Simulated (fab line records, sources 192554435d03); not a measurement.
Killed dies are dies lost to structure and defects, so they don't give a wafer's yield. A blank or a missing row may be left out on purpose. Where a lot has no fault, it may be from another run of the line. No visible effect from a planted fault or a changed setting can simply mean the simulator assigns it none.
Split-lot study    flow n5_finfet    on a route of 1938 steps: 7 lots, 39 wafers read

THE SPLIT
At N5_MOL_CONTACT_COAG_ETCHBACK_135 (etches SiO2 in CHF3, target depth 25 nm, time 16.7 s), the setting time_s was moved away from the recipe's 16.7 s on 9 of the 39 wafers read, by -38.6% to +52.1%. All remaining wafers had this setting at the recipe value.

FROM THE SPLIT TO THE READING: what the file shows between them, 1 step
- N5_MOL_CONTACT_COAG_STRIP_118: strips in CHF3

THE READING
SOC_of_MOL_CONTACT_COAG_COAT_75.thk_nm (the simulator's own value, which no gauge read), in nm, at N5_MOL_CONTACT_COAG_VIA_ETCH_46 (etches SiO2 in C4F6/O2, target depth 46 nm, overetch 9.2 nm, time 40 s). There is no usual value for it anywhere in the file. Here, 30 wafers ran the recipe; their average is 50.8 nm with a standard deviation of 0.22 nm.

wafer   tool, chamber at the split  time_s as run, s  against the recipe  SOC_of_MOL_CONTACT_COAG_COAT_75.thk_nm, nm  against lot-mates on the recipe
L075.1  rie_diel-04, 1,2,1          16.7              recipe              50.8                                        -
L075.6  rie_diel-04, 1,2,1          16.7              recipe              50.8                                        -
L075.2  rie_diel-04, 0,3            25.4              +52.1%              49.6                                        -1.3
L075.3  rie_diel-04, 0,3            25.4              +52.1%              49.6                                        -1.3
L075.4  rie_diel-04, 1,2,1          16.7              recipe              51                                          -
L075.5  rie_diel-04, 0              25.4              +52.1%              49.4                                        -1.5
L076.1  rie_diel-04, 2,0,3,2        16.7              recipe              51                                          -
L076.3  rie_diel-04, 2,0,3,2        16.7              recipe              51                                          -
L076.6  rie_diel-04, 2,0,3,2        16.7              recipe              51                                          -
L076.2  rie_diel-04, 1,3            16.7              recipe              50.8                                        -
L076.4  rie_diel-04, 1,3            16.7              recipe              50.8                                        -
L076.5  rie_diel-04, 2,0,3,2        16.7              recipe              50.8                                        -
L077.1  rie_diel-04, 1,3,0          10.25             -38.6%              51.8                                        +1.2
L077.3  rie_diel-04, 1,3,0          10.25             -38.6%              51.8                                        +1.2
L077.2  rie_diel-04, 1,3,0          10.25             -38.6%              51.6                                        +1.0
L077.4  rie_diel-04, 0,3            16.7              recipe              50.6                                        -
L077.5  rie_diel-04, 1              16.7              recipe              50.8                                        -
L077.6  rie_diel-04, 0,3            16.7              recipe              50.4                                        -
L078.1  rie_diel-05, 3,0            16.7              recipe              50.4                                        -
L078.6  rie_diel-05, 3,0            16.7              recipe              50.4                                        -
L078.2  rie_diel-05, 2              21.29             +27.5%              49.6                                        -0.9
L078.3  rie_diel-05, 0,1            21.29             +27.5%              49.8                                        -0.7
L078.4  rie_diel-05, 1              16.7              recipe              50.8                                        -
L078.5  rie_diel-05, 0,1            21.29             +27.5%              50                                          -0.5
L081.1  rie_diel-04, 1,3            16.7              recipe              51.2                                        -
L081.4  rie_diel-04, 1,3            16.7              recipe              51                                          -
L081.6  rie_diel-04, 2              16.7              recipe              51                                          -
L084.1  rie_diel-04, 3,0,2,1,3      16.7              recipe              51                                          -
L084.2  rie_diel-04, 3,0,2,1,3      16.7              recipe              51                                          -
L084.6  rie_diel-04, 3,0,2,1,3      16.7              recipe              51                                          -
L084.3  rie_diel-04, 3,0,2,1,3      16.7              recipe              51.2                                        -
L084.5  rie_diel-04, 0              16.7              recipe              51.2                                        -
L084.4  rie_diel-04, 3,0,2,1,3      16.7              recipe              50.8                                        -
L090.1  rie_diel-05, 2,3,2,1        16.7              recipe              50.6                                        -
L090.2  rie_diel-05, 2,3,2,1        16.7              recipe              50.6                                        -
L090.5  rie_diel-05, 2,3,2,1        16.7              recipe              50.6                                        -
L090.3  rie_diel-05, 1,0            16.7              recipe              51                                          -
L090.4  rie_diel-05, 1,0            16.7              recipe              50.8                                        -
L090.6  rie_diel-05, 2,3,2,1        16.7              recipe              50.8                                        -
The file does not say which wafer passed through which chamber wherever a row lists several chambers: such a row stands for several wafers.

THE FIT
A straight line over all 39 wafers: SOC_of_MOL_CONTACT_COAG_COAT_75.thk_nm changes by -0.0262 nm for each +1% of time_s; r = -0.92; the points scatter about the line by 0.23 nm.
The same after taking each lot's own level away (the mean of its wafers on the recipe; 39 wafers): -0.027 nm for each +1%; r = -0.97; scatter 0.14 nm.
According to that fit, moving time_s by its largest amount changes the reading by 1.4 nm.
The lots' own levels span 50.53 to 51.07 nm, that is 2.4 times the standard deviation above.
Consequently the slope shifts little with the lot-to-lot level, the two slopes agreeing.
Check: for one of the wafers moved furthest among these (+52.1%), held out of the fit, the line's prediction against its lot-mates is -1.42 nm. Against them it came out at -1.27 nm.

THE OTHER SPLITS THESE WAFERS WENT THROUGH
Before the reading, these wafers also passed through other splits. Each is held against what the fit with the lots' levels taken away leaves over:
other split on the same wafers  wafers away from the commonest value  r with SOC_of_MOL_CONTACT_COAG_COAT_75.thk_nm (lot level and that fit taken away)
N5_SD_EPI_N_EPI_21 time_s       12                                    +0.17

THE WHOLE CHAIN: every reading that the file lists as answering this split, in the file's order
step                              what it does                                                            reading                                                                                  change (the file's fit)                 r (the file's)
N5_MOL_CONTACT_COAG_ETCHBACK_135  etches SiO2 in CHF3, target depth 25 nm, time 16.7 s                    SOC_of_MOL_CONTACT_COAG_COAT_75.thk_nm (the simulator's own value, which no gauge read)  -0.0283 nm for each +1% of the setting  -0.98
N5_MOL_CONTACT_COAG_VIA_ETCH_46   etches SiO2 in C4F6/O2, target depth 46 nm, overetch 9.2 nm, time 40 s  SOC_of_MOL_CONTACT_COAG_COAT_75.thk_nm (the simulator's own value, which no gauge read)  -0.0269 nm for each +1% of the setting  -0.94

FILE'S OWN FIT
SOC_of_MOL_CONTACT_COAG_COAT_75.thk_nm changes by -0.0269 nm for each +1% of time_s, r = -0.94.
